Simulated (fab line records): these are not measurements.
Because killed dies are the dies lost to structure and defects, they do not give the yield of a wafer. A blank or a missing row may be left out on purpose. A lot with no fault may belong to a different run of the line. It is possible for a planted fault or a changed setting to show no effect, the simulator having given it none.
fab line records + flow n5Finfet
record
- lots=5
- wafers=15
- lastDay=17
route steps=1938 shown SD_EPI_N@275 SD_EPI_P@295 BEOL_M4@1111 PASSIVATION@1936
lots that met no fault: from a run of the same line without faults
startH: the number of hours between the record's first day and the start of the first shown wafer of the lot + waitH: hours elapsed since this lot's preceding step + " the same as in the row above + L1.1+2: several wafers, shown together as one row + - either no value or no given start + * or withheld: withheld + < > ~ a bound
route shown NAME@n: NAME is a module with steps in the file, n the number in the route of the first one + usual: mean/standard deviation taken from wafers without a fault + same: alike in all rows + chamber/n: place in a boat + sites: per-site readings + _std_site: standard deviation of those values + _edge_site: the outer-site mean with the inner-site mean subtracted + radiusMm: for every site, how far away it sits from the centre of the wafer + mask NAME#n: copy n + behind: tool/chamber where the wafer was last shaped + hold: what put the lot on hold/how long, in hours/how the hold closed + device: whichever transistor did not switch (one of n, p or np) + end of line: tests of these same wafers at the route's end + for a step that has no rows: nothing shown but its recipe + killed: at the first sort, the dies lost to defects and structure; wafer yield is something else + map: the dies of a wafer, with x for killed, . for not killed, _ for no die there
set.NAME: the setting the step ran with; set.NAME@STEP: the setting that earlier step ran with + model.NAME: the simulator's own value behind a step, which no gauge read
lots at some steps of the route; a table a step, a row a wafer
## steps
# step N5_SD_EPI_N_ETCH_35
# recipe
- chemistry=N2/H2
- target=SOC
- overetchA=1080
- maskMaterial=SiARC
- tempC=40
- ionEnergyEv=100
- sourceW=3000
- biasW=133
- pressureMtorr=20
- timeS=486
- n2FlowSccm=200
- h2FlowSccm=200
# step N5_SD_EPI_N_STRIP_36
# recipe
- chemistry=N2/H2
- tempC=40
- n2FlowSccm=200
- h2FlowSccm=200
- rfFrequencyHz=6e+07
# step N5_SD_EPI_N_ETCHBACK_44
# recipe
- chemistry=CH3F/O2
- mode=anisotropicEtchback
- target=SiNx
- targetDepthA=145
- stopOn=SiO2
- overEtchFrac=0.3
- ionEnergyEv=120
- pressureMtorr=30
- sourceW=395
- biasW=73
- Ar_flow_sccm=150
- CH3F_flow_sccm=30
- O2_flow_sccm=20
# step N5_SD_EPI_N_ETCH_45
# recipe
- chemistry=CH3F/O2
- target=SiOCN
- targetDepthA=60
- maskMaterial=SOC
- ionEnergyEv=60
- biasW=29
- pressureMtorr=15
- sourceW=410
- Ar_flow_sccm=150
- CH3F_flow_sccm=30
- O2_flow_sccm=20
# step N5_SD_EPI_N_ETCH_16
# recipe
- chemistry=CHF3/O2
- target=SiO2
- targetDepthA=50
- maskMaterial=SOC
- pressureMtorr=30
- sourceW=650
- biasW=170
- Ar_flow_sccm=200
- CHF3_flow_sccm=50
- O2_flow_sccm=5
- ionEnergyEv=200
# step N5_SD_EPI_N_STRIP_47
# recipe
- chemistry=CHF3/O2
- resist=SiARC
- rfFrequencyHz=6e+07
# step N5_SD_EPI_N_SD_RECESS_17
# recipe
- chemistry=HBr/Cl2/O2
- targetDepthA=410
- maskMaterial=SOC
- timeS=23.7
- btTimeS=3
- pressureMtorr=10
- icpW=800
- biasW=112
- HBr_flow_sccm=150
- Cl2_flow_sccm=80
- O2_flow_sccm=12
# step N5_SD_EPI_N_STRIP_38
# recipe
- chemistry=N2/H2
- powerW=1000
- tempC=250
- h2Frac=0.65
- overashFraction=0.3
- pressureMtorr=withheld
- n2FlowSccm=1750
- h2FlowSccm=3250
# step N5_SD_EPI_N_WET_ETCH_43
# recipe
- chemistry=dHF
- dilution=withheld
- timeS=14
- target=SiO2
- targetDepthA=15
- tempC=25
# step N5_SD_EPI_N_STRIP_18
# recipe
- chemistry=SPM
- timeS=750
- tempC=130
- h2so4H2o2VolRatio=4
# step N5_SD_EPI_N_SRD_20
# recipe
- dry=ipaMarangoni
- doPpb=5
- timeS=30
- tempC=23
- rinseLiquid=diw
# step N5_SD_EPI_N_PRECLEAN_48
# recipe
- chemistry=NF3:NH3
- afsCycles=2
- tempC=30
- timeS=20
- sublimationTempC=180
- sublimationTimeS=60
- pressureTorr=3
- rfPowerW=30
# step N5_SD_EPI_N_VAPOR_ETCH_50
# recipe
- chemistry=HCl
- target=Si
- tempC=775
- timeS=54
- pressureTorr=20
- mode=isotropic
# usual
- chamberPressureTorr=20.00/0.043
- lampInnerPct=20.0/1.2
- throttleValvePct=11.64/0.24
- timeS=54/0
| lot.wafer | tool        | chamber | startH | waitH | chamberPressureTorr | lampInnerPct | throttleValvePct | timeS |
|-----------|-------------|---------|--------|-------|---------------------|--------------|------------------|-------|
| L485.2    | epiRpcvd-03 | 0       | 83.09  | 0.3   | 20.03               | 19.0         | 11.50            | 54    |
| L485.3    | "           | 0       | "      | "     | 20.06               | 19.3         | 11.43            | 54    |
| L485.4    | "           | 0       | "      | "     | 19.98               | 19.1         | 11.47            | 54    |
| L495.1    | epiRpcvd-02 | -       | 139.97 | 0.3   | -                   | -            | -                | -     |
| L495.2    | "           | -       | "      | "     | -                   | -            | -                | -     |
| L495.6    | "           | -       | "      | "     | -                   | -            | -                | -     |
| L496.1    | epiRpcvd-03 | -       | 148.09 | 0.4   | -                   | -            | -                | -     |
| L496.3    | "           | -       | "      | "     | -                   | -            | -                | -     |
| L496.4    | "           | -       | "      | "     | -                   | -            | -                | -     |
| L497.3    | epiRpcvd-03 | -       | 154.24 | 0.2   | -                   | -            | -                | -     |
| L497.5    | "           | -       | "      | "     | -                   | -            | -                | -     |
| L497.6    | "           | -       | "      | "     | -                   | -            | -                | -     |
| L500.1    | epiRpcvd-02 | 0       | 169.94 | 0.3   | 20.00               | 21.8         | 11.76            | 54    |
| L500.4    | "           | 0       | "      | "     | 20.05               | 21.8         | 11.44            | 54    |
| L500.6    | "           | 0       | "      | "     | 19.98               | 21.8         | 11.86            | 54    |
# step N5_SD_EPI_N_EPI_21
# recipe
- material=Si:P
- dopant=P
- tempC=680
- pressureTorr=255
- timeS=690
# step N5_SD_EPI_N_PRECLEAN_24
# recipe
- chemistry=O3/DIW
- timeS=60
- tempC=22
- o3Ppm=10
# step N5_SD_EPI_N_SRD_25
# recipe
- timeS=30
- tempC=23
- rinseLiquid=diw
- dry=ipaMarangoni
# step N5_SD_EPI_N_PRECLEAN_49
# recipe
- chemistry=NF3:NH3
- afsCycles=1
- tempC=30
- timeS=20
- sublimationTempC=180
- sublimationTimeS=60
- pressureTorr=3
- rfPowerW=30
# step N5_SD_EPI_N_LINER_46
# recipe
- material=SiNx
- targetThkA=30
- tempC=400
- aldPrecursorFamily=SiH2I2
- aldCoReactant=N2/H2-plasma
- pressureTorr=2
# step N5_SD_EPI_P_COAT_34
# recipe
- resist=SOC
- tempC=250
- timeS=60
- spinRpm=1500
- resistThkNm=350
# step N5_SD_EPI_P_COAT_35
# recipe
- resist=SiARC
- tempC=220
- timeS=60
- spinRpm=1500
- resistThkNm=35
# step N5_SD_EPI_P_COAT_03
# recipe
- resist=CAR-ArF-block
- spinRpm=1500
- resistThkNm=150
# step N5_SD_EPI_P_EBR_05
# recipe
- solvent=PGMEA
- ebrWidthMm=1.5
# step N5_SD_EPI_P_SOFTBAKE_04
# recipe
- tempC=110
- timeS=60
- resist=CAR-ArF-block
# step N5_SD_EPI_P_EXPOSE_06
# recipe
- maskId=SD_P_BLK
- na=1.35
- sourceShape=conventional
- sigmaOuter=0.8
- polarization=unpolarized
- targetCdNm=240
- doseMj=39.5
# step N5_SD_EPI_P_PEB_07
# recipe
- pebTempC=110
- pebTimeS=60
- resist=CAR-ArF-block
# step N5_SD_EPI_P_DEVELOP_08
# recipe
- developTimeS=30
- developer=TMAH
- resist=CAR-ArF-block
- devTempC=23
- rinseLiquid=diw
- dry=airSpin
# step N5_SD_EPI_P_DESCUM_14
# recipe
- chemistry=O2
- timeS=7.9
- sourcePowerW=50
- biasPowerW=20
- pressureMtorr=20
- rfFrequencyHz=2.712e+07
- tempC=40
- resist=CAR-ArF-block
- o2FlowSccm=225
# step N5_SD_EPI_P_ETCH_36
# recipe
- chemistry=CF4
- target=SiARC
- targetDepthA=455
- maskMaterial=CAR-ArF-block
- timeS=75.8
- ionEnergyEv=80
- pressureMtorr=40
- sourceW=545
- biasW=36
- Ar_flow_sccm=100
- cf4FlowSccm=100
- ends=cleared
# step N5_SD_EPI_P_ETCH_37
# recipe
- chemistry=N2/H2
- target=SOC
- overetchA=1080
- maskMaterial=SiARC
- tempC=40
- ionEnergyEv=100
- sourceW=3000
- biasW=133
- pressureMtorr=20
- timeS=486
- n2FlowSccm=200
- h2FlowSccm=200
- ends=endPoint
# step N5_SD_EPI_P_STRIP_38
# recipe
- chemistry=N2/H2
- tempC=40
- n2FlowSccm=200
- h2FlowSccm=200
- rfFrequencyHz=6e+07
# step N5_SD_EPI_P_ETCHBACK_46
# recipe
- chemistry=CH3F/O2
- mode=anisotropicEtchback
- target=SiNx
- targetDepthA=175
- stopOn=SiO2
- overEtchFrac=0.3
- ionEnergyEv=120
- pressureMtorr=30
- sourceW=395
- biasW=73
- Ar_flow_sccm=150
- CH3F_flow_sccm=30
- O2_flow_sccm=20
# step N5_SD_EPI_P_ETCH_47
# recipe
- chemistry=CH3F/O2
- target=SiOCN
- targetDepthA=250
- maskMaterial=SOC
- ionEnergyEv=60
- biasW=29
- pressureMtorr=30
- sourceW=410
- Ar_flow_sccm=150
- CH3F_flow_sccm=30
- O2_flow_sccm=20
# step N5_SD_EPI_P_ETCH_16
# recipe
- chemistry=CHF3/O2
- target=SiO2
- targetDepthA=50
- maskMaterial=SOC
- pressureMtorr=30
- sourceW=650
- biasW=170
- Ar_flow_sccm=200
- CHF3_flow_sccm=50
- O2_flow_sccm=5
- ionEnergyEv=200
# step N5_SD_EPI_P_STRIP_50
# recipe
- chemistry=CHF3/O2
- resist=SiARC
- rfFrequencyHz=6e+07
# step N5_SD_EPI_P_SD_RECESS_17
# recipe
- chemistry=HBr/Cl2/O2
- targetDepthA=391
- btTimeS=3
- pressureMtorr=10
- icpW=800
- biasW=112
- HBr_flow_sccm=150
- Cl2_flow_sccm=80
- O2_flow_sccm=12
# step N5_SD_EPI_P_WET_ETCH_45
# recipe
- chemistry=dHF
- dilution=withheld
- timeS=10.7
- target=SiO2
- targetDepthA=20
- tempC=25
- dry=ipaMarangoni
- rinseTimeS=30
- rinseTempC=23
# step N5_SD_EPI_P_STRIP_40
# recipe
- chemistry=N2/H2
- powerW=1000
- tempC=250
- h2Frac=0.65
- overashFraction=0.3
- pressureMtorr=withheld
- n2FlowSccm=1750
- h2FlowSccm=3250
# step N5_BEOL_M4_RC_MEAS_101
# usual
- CJ_N=4.37/0.099
- DIBL_N=36.3/1.6
- DIBL_P=36.2/2
- IOFF_N=0.160/0.028
- IOFF_N_85C=3.1/0.46
- IOFF_N_LIN=0.074/0.011
- IOFF_N_LONG=5.65e-05/2.7e-06
- IOFF_P=0.21/0.036
- ION_N=677/11
- ION_P=465/6.9
- REXT_N=75.2/1.6
- SS_N=71.5/0.55
- SS_P=73.3/0.64
- VT_N=250/3
- VT_N_LVT=97.8/2.9
- VT_P=-250/3.5
| lot.wafer | tool      | chamber | startH | waitH | CJ_N | DIBL_N[mV/V] | DIBL_P[mV/V] | IOFF_N[nA/um] | IOFF_N_85C[nA/um] | IOFF_N_LIN[nA/um] | IOFF_N_LONG[nA/um] | IOFF_P[nA/um] | ION_N[uA/um] | ION_P[uA/um] | REXT_N[ohm.um] | SS_N[mV/dec] | SS_P[mV/dec] | VT_N[mV] | VT_N_LVT[mV] | VT_P[mV] |
|-----------|-----------|---------|--------|-------|------|--------------|--------------|---------------|-------------------|-------------------|--------------------|---------------|--------------|--------------|----------------|--------------|--------------|----------|--------------|----------|
| L485.2    | prober-02 | 0       | 202.88 | 0.2   | 4.39 | 39.6         | 38.5         | 0.186         | 3.6               | 0.088             | 5.86e-05           | 0.26          | 680          | 468          | 76.7           | 71.5         | 73.9         | 247      | 96.3         | -247     |
| L485.3    | "         | 0       | "      | "     | 4.42 | 40.0         | 39.4         | 0.186         | 3.6               | 0.085             | 5.84e-05           | 0.27          | 678          | 469          | 75.9           | 72.4         | 74.2         | 247      | 96.6         | -246     |
| L485.4    | "         | 0       | "      | "     | 4.43 | 40.5         | 39.6         | 0.221         | 4.2               | 0.101             | 5.89e-05           | 0.27          | 694          | 471          | 74.7           | 71.8         | 73.8         | 245      | 93.3         | -244     |
| L495.1    | prober-01 | 0       | 275.54 | 0.0   | 3.93 | 23.1         | 35.1         | 0.037         | 0.9               | 0.024             | 5.06e-05           | 0.20          | 529          | 470          | 149.8          | 68.6         | 73.1         | 272      | 120.9        | -252     |
| L495.2    | "         | 0       | "      | "     | 4.10 | 24.1         | 36.8         | 0.041         | 1.0               | 0.026             | 5.14e-05           | 0.22          | 530          | 473          | 147.7          | 69.1         | 72.6         | 273      | 120.2        | -248     |
| L495.6    | "         | 0       | "      | "     | 3.96 | 23.8         | 36.4         | 0.040         | 1.0               | 0.026             | 5.11e-05           | 0.22          | 532          | 467          | 149.7          | 69.7         | 72.8         | 272      | 119.5        | -250     |
| L497.3    | prober-02 | 0       | 277.06 | 0.3   | 3.88 | 25.3         | 37.5         | 0.042         | 1.0               | 0.026             | 4.53e-05           | 0.22          | 529          | 468          | 149.4          | 69.3         | 73.2         | 272      | 122.4        | -251     |
| L497.5    | "         | 0       | "      | "     | 3.88 | 22.5         | 33.3         | 0.029         | 0.8               | 0.019             | 4.48e-05           | 0.17          | 508          | 459          | 151.8          | 68.7         | 72.3         | 279      | 128.6        | -254     |
| L497.6    | "         | 0       | "      | "     | 3.68 | 23.1         | 35.1         | 0.031         | 0.8               | 0.020             | 4.47e-05           | 0.18          | 503          | 459          | 155.0          | 69.3         | 73.5         | 276      | 128.6        | -255     |
| L496.1    | prober-01 | 0       | 277.38 | 0.0   | 4.00 | 23.1         | 34.1         | 0.031         | 0.8               | 0.020             | 4.78e-05           | 0.17          | 513          | 459          | 155.2          | 69.0         | 73.0         | 280      | 124.5        | -255     |
| L496.3    | "         | 0       | "      | "     | 4.11 | 23.1         | 33.9         | 0.031         | 0.8               | 0.020             | 4.75e-05           | 0.17          | 517          | 462          | 153.6          | 69.1         | 72.3         | 275      | 124.9        | -250     |
| L496.4    | "         | 0       | "      | "     | 3.89 | 23.5         | 34.6         | 0.033         | 0.9               | 0.021             | 4.76e-05           | 0.18          | 511          | 459          | 159.1          | 69.3         | 72.8         | 277      | 124.8        | -252     |
| L500.1    | prober-01 | 0       | 300.08 | 0.0   | 4.28 | 34.1         | 33.0         | 0.138         | 2.7               | 0.069             | 5.71e-05           | 0.19          | 678          | 467          | 77.4           | 70.6         | 73.1         | 250      | 99.4         | -252     |
| L500.4    | "         | 0       | "      | "     | 4.43 | 34.9         | 32.7         | 0.140         | 2.8               | 0.068             | 5.86e-05           | 0.18          | 689          | 464          | 75.6           | 71.3         | 73.0         | 252      | 100.8        | -251     |
| L500.6    | "         | 0       | "      | "     | 4.46 | 36.4         | 35.2         | 0.176         | 3.4               | 0.082             | 5.81e-05           | 0.21          | 700          | 466          | 74.4           | 71.7         | 73.6         | 249      | 97.1         | -250     |
# step N5_PASSIVATION_PROBE_49
# usual
- defectLimitedYield=91.2/1.5
- killed_at_M0_to_M3=36/10
- killed_at_M4_up=13/6
- killedAtContacts=11/5.2
- killedAtFrontEnd=40/11
- killedAtOther=3.1/2.9
- killedDies=104/17
- killedOpen=66/12
- killedShort=34/7.7
- sort_bin_5_function=5.1/0.91
- sort_bin_6_memory=3.2/0.67
- sort_bin_8_speed=0.00/0.0074
- sortNPass=1076/17
- sortYieldPct=91.2/1.5
# same
- grossDies=1180
- killedAtBackSide=0
- sort_bin_4_leakage[%]=0
| lot.wafer | tool      | chamber | startH | waitH | defectLimitedYield[%] | killed_at_M0_to_M3 | killed_at_M4_up | killedAtContacts | killedAtFrontEnd | killedAtOther | killedDies | killedOpen | killedShort | sort_bin_5_function[%] | sort_bin_6_memory[%] | sort_bin_8_speed[%] | sortNPass | sortYieldPct[%] |
|-----------|-----------|---------|--------|-------|-----------------------|--------------------|-----------------|------------------|------------------|---------------|------------|------------|-------------|------------------------|----------------------|---------------------|-----------|-----------------|
| L485.2    | prober-02 | -       | 306.29 | 0.1   | 90.8                  | 20                 | 14              | 8                | 64               | 2             | 108        | 63         | 41          | 5.0                    | 4.0                  | 0                   | 1072      | 90.8            |
| L485.3    | prober-02 | -       | 306.34 | 0.1   | 93.1                  | 20                 | 23              | 4                | 32               | 3             | 82         | 51         | 29          | 4.2                    | 2.5                  | 0                   | 1098      | 93.1            |
| L485.4    | prober-02 | -       | 306.39 | 0.2   | 92.5                  | 23                 | 8               | 1                | 52               | 4             | 88         | 60         | 26          | 4.6                    | 2.7                  | 0                   | 1092      | 92.5            |
| L497.3    | prober-01 | -       | 374.79 | 0.1   | 91.2                  | 44                 | 22              | 4                | 34               | 0             | 104        | 65         | 38          | 4.8                    | 3.5                  | 91.19               | 0         | 0               |
| L497.5    | prober-01 | -       | 374.89 | 0.2   | 87.8                  | 43                 | 12              | 25               | 64               | 0             | 144        | 90         | 43          | 6.5                    | 4.5                  | 87.80               | 0         | 0               |
| L497.6    | prober-01 | -       | 374.94 | 0.3   | 92.0                  | 24                 | 6               | 4                | 60               | 0             | 94         | 58         | 34          | 4.5                    | 3.1                  | 92.03               | 0         | 0               |
| L495.1    | prober-01 | -       | 378.18 | 0.0   | 90.0                  | 63                 | 5               | 8                | 38               | 4             | 118        | 72         | 46          | 5.9                    | 4.0                  | 90.00               | 0         | 0               |
| L495.2    | prober-01 | -       | 378.23 | 0.1   | 91.5                  | 34                 | 10              | 17               | 38               | 1             | 100        | 64         | 36          | 5.3                    | 2.8                  | 91.53               | 0         | 0               |
| L495.6    | prober-01 | -       | 378.43 | 0.3   | 91.1                  | 45                 | 8               | 7                | 41               | 4             | 105        | 70         | 32          | 5.6                    | 2.7                  | 91.10               | 0         | 0               |
| L496.1    | prober-01 | -       | 380.15 | 0.0   | 91.2                  | 44                 | 9               | 13               | 36               | 2             | 104        | 73         | 29          | 5.3                    | 3.4                  | 91.19               | 0         | 0               |
| L496.3    | prober-01 | -       | 380.25 | 0.1   | 90.3                  | 41                 | 8               | 13               | 52               | 1             | 115        | 78         | 35          | 5.9                    | 3.5                  | 90.25               | 0         | 0               |
| L496.4    | prober-01 | -       | 380.30 | 0.2   | 89.5                  | 54                 | 12              | 17               | 39               | 2             | 124        | 74         | 41          | 5.0                    | 4.5                  | 89.49               | 0         | 0               |
# killed by level:class
L485.2 FIN_SAQP:geometricParticle:short=14 STI_FIN_REVEAL:geometricParticle:open=11 FIN_SAQP:geometricParticle:open=10 GATE_CUT:geometricParticle:short=8 BEOL_M4:geometricParticle:open=7 GATE_CUT:geometricParticle:open=5 BEOL_M0_SAQP:geometricParticle:open=5 STARTING-WAFER:geometricParticle:open=5
L485.3 BEOL_M4:geometricParticle:open=10 GATE_CUT:geometricParticle:short=7 FIN_SAQP:geometricParticle:open=6 FIN_SAQP:geometricParticle:short=5 BEOL_M0_SAQP:geometricParticle:short=5 BEOL_M3:geometricParticle:open=5 BEOL_M0_SAQP:geometricParticle:open=4 BEOL_M0:geometricParticle:open=4
L485.4 FIN_SAQP:geometricParticle:open=17 STI_FIN_REVEAL:geometricParticle:open=10 FIN_SAQP:geometricParticle:short=6 BEOL_M4:geometricParticle:open=5 GATE_CUT:geometricParticle:open=5 BEOL_M0_SAQP:geometricParticle:open=5 STI_FIN_REVEAL:geometricParticle:short=4 BEOL_M2:geometricParticle:open=4
L497.3 STI_FIN_REVEAL:geometricParticle:open=12 BEOL_M0_SAQP:geometricParticle:short=10 BEOL_M0_SAQP:geometricParticle:open=9 FIN_SAQP:geometricParticle:short=7 BEOL_M1:geometricParticle:open=7 BEOL_M3:geometricParticle:open=6 BEOL_M6:geometricParticle:open=6 BEOL_M1:geometricParticle:short=5
L497.5 MOL_CONTACT_COAG:geometricParticle:open=23 STI_FIN_REVEAL:geometricParticle:open=14 FIN_SAQP:geometricParticle:open=10 FIN_SAQP:geometricParticle:short=10 BEOL_M3:geometricParticle:open=10 HKMG_FIN:areaEtch=9 BEOL_M0_SAQP:geometricParticle:short=8 GATE_CUT:geometricParticle:short=7
L497.6 STI_FIN_REVEAL:geometricParticle:open=15 FIN_SAQP:geometricParticle:short=12 FIN_SAQP:geometricParticle:open=11 BEOL_M0_SAQP:geometricParticle:open=6 BEOL_M0_SAQP:geometricParticle:short=6 DUMMY_GATE:geometricParticle:open=4 BEOL_M3:geometricParticle:open=4 FIN_CUT:geometricParticle:short=3
L495.1 BEOL_M0_SAQP:geometricParticle:open=19 BEOL_M0_SAQP:geometricParticle:short=18 BEOL_M1:geometricParticle:open=12 FIN_SAQP:geometricParticle:open=8 DUMMY_GATE:geometricParticle:open=7 MOL_CONTACT_COAG:geometricParticle:open=7 FIN_SAQP:geometricParticle:short=5 GATE_CUT:geometricParticle:short=5
L495.2 MOL_CONTACT_COAG:geometricParticle:open=12 FIN_SAQP:geometricParticle:open=11 BEOL_M0_SAQP:geometricParticle:short=11 FIN_SAQP:geometricParticle:short=9 BEOL_M0_SAQP:geometricParticle:open=6 BEOL_M3:geometricParticle:open=6 GATE_CUT:geometricParticle:open=5 MOL_CONTACT_COAG:geometricParticle:short=5
L495.6 BEOL_M0_SAQP:geometricParticle:open=11 BEOL_M1:geometricParticle:open=10 FIN_SAQP:geometricParticle:short=9 FIN_SAQP:geometricParticle:open=7 DUMMY_GATE:geometricParticle:open=7 BEOL_M2:geometricParticle:open=7 BEOL_M0_SAQP:geometricParticle:short=6 BEOL_M3:geometricParticle:short=5
L496.1 BEOL_M0_SAQP:geometricParticle:short=12 MOL_CONTACT_COAG:geometricParticle:open=11 BEOL_M3:geometricParticle:open=9 BEOL_M0_SAQP:geometricParticle:open=8 STI_FIN_REVEAL:geometricParticle:open=7 BEOL_M2:geometricParticle:open=7 FIN_SAQP:geometricParticle:short=5 FIN_SAQP:geometricParticle:open=5
L496.3 BEOL_M0_SAQP:geometricParticle:short=13 STI_FIN_REVEAL:geometricParticle:open=12 FIN_SAQP:geometricParticle:open=10 MOL_CONTACT_COAG:geometricParticle:open=10 BEOL_M0_SAQP:geometricParticle:open=7 DUMMY_GATE:geometricParticle:open=6 BEOL_M1:geometricParticle:open=5 BEOL_M2:geometricParticle:open=5
L496.4 BEOL_M0_SAQP:geometricParticle:short=16 MOL_CONTACT_COAG:geometricParticle:open=12 BEOL_M0_SAQP:geometricParticle:open=12 STI_FIN_REVEAL:geometricParticle:open=10 FIN_SAQP:geometricParticle:short=6 BEOL_M1:geometricParticle:open=6 BEOL_M3:geometricParticle:open=6 DUMMY_GATE:geometricParticle:open=5
# map L495.1 (x killed, . not)
_________________............________________
______________x.......x..x......_____________
___________......x......x..........__________
__________.......x..............x..._________
________........x....xx....x......x..._______
_______................x...x...x.......______
______..x...................x..x........_____
_____x.....................x........x....____
____.......x.x.....x...............x......___
___........x............x.............x....__
___xx..........x..x.x.....................x__
__..x....x.x...x........x.....x...........x._
__..x....x...x..............x...x.x........._
_...........x...x..x....................x....
_x.x.x....x........x....x....................
_..........x....xx....x..................x...
_............................................
_....x................x..........x.x.........
_......x...x..x..x..........x...xx...x.....x.
_...x......................................x.
_.x......x...x.x......x..x..xx.............x.
__.........x....x.x........x....x..........._
__...............x.........................._
___.............................x..x..xx...__
___x........x...........x........x...x...x.__
____..x.............x........x............___
_____......x.........x...............xx..____
______x...........x....................._____
_______................................______
________x............................._______
__________x........x...............x_________
___________...........x............__________
______________.................._____________
_________________......x....x________________
# map L496.4 (x killed, . not)
_________________...x.....x..________________
______________......x.x..x...xx._____________
___________........................__________
__________........x.....x........x.._________
________......x..................x...._______
_______...x..x.....................x..x______
______..xx.x...................x........_____
_____................x..............x....____
____.............x.....x.......x.........x___
___......x...................xxx....x....x.__
___.....x...................x..............__
__........x...............xx................_
__..............x.x..........xx.....x....x.._
_...........x..x...x....x.....x..........x...
_...............x..x...x....................x
_................x...........................
_x....x........x..x............xx...........x
_x.......x.x...........................x.....
_.................x.x..................x.....
_........x..x.......x....x.x.............x.x.
_x...........x.......x.........x............x
__.........x.x.........x.........x..x..x...x_
__...........x........................x...x._
___..................xx....................__
___x.............................x.........__
____.x.x...................x.x........x.x.___
_____.......x........x.........x....x....____
______.........x........................_____
_______xx..x.......xx........x...x.....______
________.x...x.................x......_______
__________.........................._________
___________....x...............x.x.__________
______________x.x........x.....x_____________
_________________......x...x.________________
## key
firstSign
- step=N5_SD_EPI_N_VAPOR_ETCH_50
- reading=toolRecord
- direction=missing
effect
- step=N5_BEOL_M4_RC_MEAS_101
- reading=REXT_N
- direction=up
- sigmas=48
- usual=75.2
- struck=152.4
effect
- step=N5_BEOL_M4_RC_MEAS_101
- reading=ION_N
- direction=down
- sigmas=15
- usual=677
- struck=519
effect
- step=N5_BEOL_M4_RC_MEAS_101
- reading=VT_N_LVT
- direction=up
- sigmas=8.9
- usual=97.8
- struck=123.8
effect
- step=N5_BEOL_M4_RC_MEAS_101
- reading=VT_N
- direction=up
- sigmas=8.6
- usual=250
- struck=275
effect
- step=N5_BEOL_M4_RC_MEAS_101
- reading=DIBL_N
- direction=down
- sigmas=7.7
- usual=36.3
- struck=23.5
effect
- step=N5_BEOL_M4_RC_MEAS_101
- reading=IOFF_N_85C
- direction=down
- sigmas=4.9
- usual=3.1
- struck=0.9
effect
- step=N5_BEOL_M4_RC_MEAS_101
- reading=IOFF_N_LIN
- direction=down
- sigmas=4.8
- usual=0.074
- struck=0.022
effect
- step=N5_BEOL_M4_RC_MEAS_101
- reading=IOFF_N
- direction=down
- sigmas=4.4
- usual=0.160
- struck=0.035
effect
- step=N5_BEOL_M4_RC_MEAS_101
- reading=CJ_N
- direction=down
- sigmas=4.4
- usual=4.37
- struck=3.94
effect
- step=N5_BEOL_M4_RC_MEAS_101
- reading=SS_N
- direction=down
- sigmas=4.3
- usual=71.5
- struck=69.1
effect
- step=N5_BEOL_M4_RC_MEAS_101
- reading=IOFF_N_LONG
- direction=down
- sigmas=3.3
- usual=5.65e-05
- struck=4.79e-05
effect
- step=N5_PASSIVATION_PROBE_49
- reading=sort_bin_8_speed
- direction=up
- sigmas=99+
- usual=0.00
- struck=90.51
metAt N5_SD_EPI_N_VAPOR_ETCH_50
struckWafers L495.1,L495.2,L495.6,L496.1,L496.3,L496.4,L497.3,L497.5,L497.6
onsetBetween 83.09 139.97
fault
- kind=skippedStepWhole
- tool=epiRpcvd-02,epiRpcvd-03
- chamber=-
- onsetH=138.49
- steps=N5_SD_EPI_N_VAPOR_ETCH_50
- scope=struckLotsOnly
